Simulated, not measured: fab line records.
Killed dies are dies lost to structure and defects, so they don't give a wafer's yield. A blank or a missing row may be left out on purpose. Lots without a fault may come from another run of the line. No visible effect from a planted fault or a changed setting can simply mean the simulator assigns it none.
Matching of chambers ; flow n5Finfet ; N5_BEOL_M13_VIA_ETCH_16 on rieDiel-03: 4 sister chambers
The step etches SiOC in C4F8/O2/Ar, target depth 921.7 nm. 22 wafers are shown with their chamber, then 11 later ones without.

== WAFERS, EACH WITH ITS CHAMBER ==
wafer;chamber;showerheadPlenumPTorr (Torr);drypumpMotorCurrentA (A);throttleValvePct (%)
L074.3;0;3.28;5.74;24.28
L074.4;2;3.45;6.04;24.23
L074.5;0;3.28;5.74;24.30
L075.2;3;3.46;5.81;23.85
L075.4;2;3.45;6.03;24.24
L075.6;2;3.45;6.06;24.22
L079.1;1;3.39;5.48;24.63
L079.4;0;3.28;5.73;24.28
L079.5;0;3.28;5.75;24.30
L082.1;0;3.27;5.72;24.31
L082.2;1;3.38;5.47;24.65
L082.6;1;3.38;5.45;24.64
L083.3;1;3.38;5.46;24.65
L083.5;3;3.45;5.83;23.47
L083.6;0;3.27;5.73;24.31
L084.2;1;3.38;5.49;24.65
L084.3;3;3.45;5.86;23.48
L084.6;1;3.38;5.51;24.64
L085.1;1;3.38;5.46;24.66
L085.3;0;3.27;5.74;24.30
L085.6;0;3.27;5.73;24.31
L090.2;3;3.45;5.83;23.48

SIGNATURES (means of the wafers above)
reading;chamber 0;chamber 1;chamber 2;chamber 3;scatter within a chamber
showerheadPlenumPTorr;3.2750;3.3814;3.4500;3.4525;0.00448
drypumpMotorCurrentA;5.7350;5.4743;6.0433;5.8325;0.0165
throttleValvePct;24.2987;24.6457;24.2300;23.5700;0.0769
Rule: a wafer's distance from a chamber is the root of the sum, over the readings, of the square of ((its reading less the chamber's mean) divided by the reading's scatter). If the next closest chamber is less than 2 further off than the closest, the wafer can't be placed; otherwise it belongs to the closest. The scatter is the square root of a quotient: the sum, over the shown wafers, of each reading's squared deviation from its chamber's mean, divided by wafers minus chambers.

== WAFERS MISSING THEIR CHAMBER ==
wafer;showerheadPlenumPTorr (Torr);drypumpMotorCurrentA (A);throttleValvePct (%)
L090.5;3.43;6.03;24.29
L090.6;3.45;5.81;23.49
L094.1;3.26;5.76;24.34
L094.3;3.44;5.81;23.50
L094.5;3.44;5.84;23.51
L097.1;3.26;5.75;24.34
L097.2;3.43;6.07;24.31
L097.6;3.44;5.83;23.51
L096.3;3.44;5.86;23.51
L096.5;3.44;5.86;23.51
L096.6;3.26;5.75;24.34

== WHICH CHAMBER EACH ONE RAN IN ==
wafer;from the rows above;in truth
L090.5;2;2
L090.6;3;3
L094.1;0;0
L094.3;3;3
L094.5;3;3
L097.1;0;0
L097.2;2;2
L097.6;3;3
L096.3;3;3
L096.5;3;3
L096.6;0;0
Placed correctly: 11 of 11. Number that these rows cannot place: 0. 0 placed wrongly.
